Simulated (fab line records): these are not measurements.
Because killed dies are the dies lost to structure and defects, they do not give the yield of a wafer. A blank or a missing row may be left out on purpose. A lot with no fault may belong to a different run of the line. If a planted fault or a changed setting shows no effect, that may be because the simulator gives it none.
A struck lot beside a sound one ; flow n5 finfet ; 39 out of 1938 route steps
Sound: the wafers L680.1, L680.2, L680.4. Struck: wafer L701.1 (L701.2, L701.4, from the same lot, were not struck and are left out); the cause is given at the end.
Order at every step that has rows: each side's tool, ch and its chambers, its first start. Under that, the readings that differ: sound wafers ; struck wafers ; difference of the means ; sigmas: that difference in standard deviations of wafers without a fault.
alike: readings with means less than 2 such deviations apart, plus words and numbers identical on both sides. not compared: withheld readings, readings lacking a value on some wafer, bounds such as >300 that could conceal the same value, and numbers that have no deviation in the record and whose values overlap.
Wherever a step has rows on one side only, a row that says differs or no value, or a row with sigmas, the two part there. Numbers that don't overlap but have no deviation are shown without sigmas and don't part them. Lack of a reading on every wafer of one side parts them only where that side has two or more wafers.

first, 9 steps without rows for these wafers: N5_BEOL_M14_SOFTBAKE_23 (time 60 s); N5_BEOL_M14_EXPOSE_25 (exposes mask M14, target cd 280 nm); N5_BEOL_M14_PEB_26 (peb time 90 s); N5_BEOL_M14_DEVELOP_27 (develop time 45 s); N5_BEOL_M14_HARDBAKE_32 (time 120 s); N5_BEOL_M14_DESCUM_33 (chemistry O2, time 7.9 s); N5_BEOL_M14_ETCH_67 (etches SiARC in CF4, target depth 143 nm, time 238.3 s); N5_BEOL_M14_ETCH_68 (etches SOC in N2/H2, time 450 s); N5_BEOL_M14_STRIP_69 (strips in N2/H2).
N5_BEOL_M14_TRENCH_ETCH_34: etches SiO2 in C4F8/O2/Ar, target depth 556.65 nm, time 126.9 s.
  sound on rie diel-03 ch 0,1,2, day 12 14:45; struck on rie diel-03 ch 3, day 17 02:26
reading;sound;struck;difference;sigmas
drypump motor current A (A);5.7 5.7 5.4;6.6;+1.0;+2
model.etch.depth nm (nm);585.7 559.9 547.1;421.2;-143.0;
  alike: oes product au, rf vpp V, showerhead plenum p Torr, throttle valve pct
  not compared: rf hours counter h
then, 1 step without rows for these wafers: N5_BEOL_M14_STRIP_70 (strips in C4F8/O2/Ar).
N5_BEOL_M14_OCD_MEAS_35:
  sound on ocd-02 at day 12 14:55; struck on ocd-02 at day 17 02:35
reading;sound;struck;difference;sigmas
trench depth nm (nm);586 560 547;421;-143;-10
then, 11 steps without rows for these wafers: N5_BEOL_M14_STRIP_37 (strips in O2); N5_BEOL_M14_ETCH_38 (etches SiCN in CF4/N2, target depth 106.5 nm, time 120.6 s); N5_BEOL_M14_PRECLEAN_39 (cleans in residue remover, time 60 s); N5_BEOL_M14_SRD_40 (time 30 s, dry time 30 s); N5_BEOL_M14_DEGAS_41 (time 60 s); N5_BEOL_M14_PRE_CLEAN_42 (time 30 s); N5_BEOL_M14_SPUTTER_43 (material TaN, target thk 15 nm, time 24.19 s); N5_BEOL_M14_SPUTTER_44 (material Ta, target thk 15 nm, time 24.19 s); N5_BEOL_M14_SPUTTER_45 (material Cu, target thk 100 nm, time 16.67 s); N5_BEOL_M14_ECD_47 (material Cu, target thk 1248 nm); N5_BEOL_M14_ANNEAL_48 (time 90 s).
N5_BEOL_M14_CMP_49: polishes, stops on SiO2, t overpolish 5.2 s, target thk 560 nm.
  sound on cmp-04 ch 0,1,3, day 12 18:14; struck on cmp-03 ch 1, day 17 08:02
reading;sound;struck;difference;sigmas
model.Cu_of_BEOL_M14_ECD_47.thk nm (nm);588.2 561.6 550.8;424.4;-142.5;
  alike: barrier field endpoint s, motor current A, overpolish run s, platen rpm, time to endpoint s
N5_BEOL_M14_THK_MEAS_50: measures by xrf.
  sound on film metro-01 at day 12 18:31; struck on film metro-01 at day 17 08:17
reading;sound;struck;difference;sigmas
M14_THK (nm);586 560 548;427;-138;-9
then, 2 steps without rows for these wafers: N5_BEOL_M14_PRE_CLEAN_52 (time 15 s); N5_BEOL_M14_DEP_53 (deposits SiCN from 3MS/NH3, target thk 50 nm, time 17.8 s).
N5_BEOL_M14_RS_MEAS_54: a four-point-probe measurement.
  sound on film metro-02 at day 12 18:39; struck on film metro-01 at day 17 08:25
reading;sound;struck;difference;sigmas
M14_RS (ohm/sq);0.0316 0.0331 0.0337;0.0442;+0.0114;+13
then, 9 steps without rows for these wafers: N5_BEOL_M15_ILD_DEP_00 (deposits SiO2 from TEOS/O2, target thk 1629.3 nm, time 346.1 s); N5_BEOL_M15_COAT_58 (time 60 s, resist thk 89 nm); N5_BEOL_M15_COAT_04 (resist thk 800 nm); N5_BEOL_M15_EBR_06; N5_BEOL_M15_SOFTBAKE_05 (time 60 s); N5_BEOL_M15_EXPOSE_07 (exposes mask V14); N5_BEOL_M15_PEB_08 (peb time 90 s); N5_BEOL_M15_DEVELOP_09 (develop time 45 s); N5_BEOL_M15_HARDBAKE_14 (time 120 s).
N5_BEOL_M15_RC_MEAS_101:
  sound on prober-02 ch 0, day 13 02:07; struck on prober-01 ch 0, day 17 17:49
reading;sound;struck;difference;sigmas
COMB_M10 (S/m);8.2e-12 1.21e-11 9.3e-12;1.74e-11;+7.53e-12;+3
COMB_M13 (S/m);2.3e-12 3.4e-12 3.9e-12;6.1e-12;+2.9e-12;+2
COMB_M13_max_site (S/m);4.5e-12 4.9e-12 7.1e-12;1.27e-11;+7.20e-12;+4
SERP_M14 (ohm/um);0.153 0.163 0.166;0.216;+0.055;+12
SERP_M14_max_site (ohm/um);0.154 0.165 0.168;0.219;+0.057;+12
SERP_M9 (ohm/um);3.02 3.08 3.10;3.25;+0.18;+2
SERP_M9_max_site (ohm/um);3.11 3.11 3.17;3.33;+0.20;+2
  alike: COMB_M11, COMB_M12, COMB_M15, COMB_M15_max_site, COMB_M5, COMB_M6, COMB_M7, COMB_M8, COMB_M9, SERP_M10, SERP_M11, SERP_M12, SERP_M13, SERP_M5, SERP_M6, SERP_M7, SERP_M8
N5_PASSIVATION_PROBE_49:
  the record has rows for the struck wafers here (prober-02, day 18 09:32) and none for the sound ones

## WHERE THEY PART
At N5_BEOL_M14_TRENCH_ETCH_34 first; at N5_PASSIVATION_PROBE_49 last (within this record only).

WHY: the cause the simulator had injected
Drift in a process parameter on rie diel-03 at N5_BEOL_M14_TRENCH_ETCH_34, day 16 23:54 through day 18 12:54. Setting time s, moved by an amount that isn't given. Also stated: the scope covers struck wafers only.
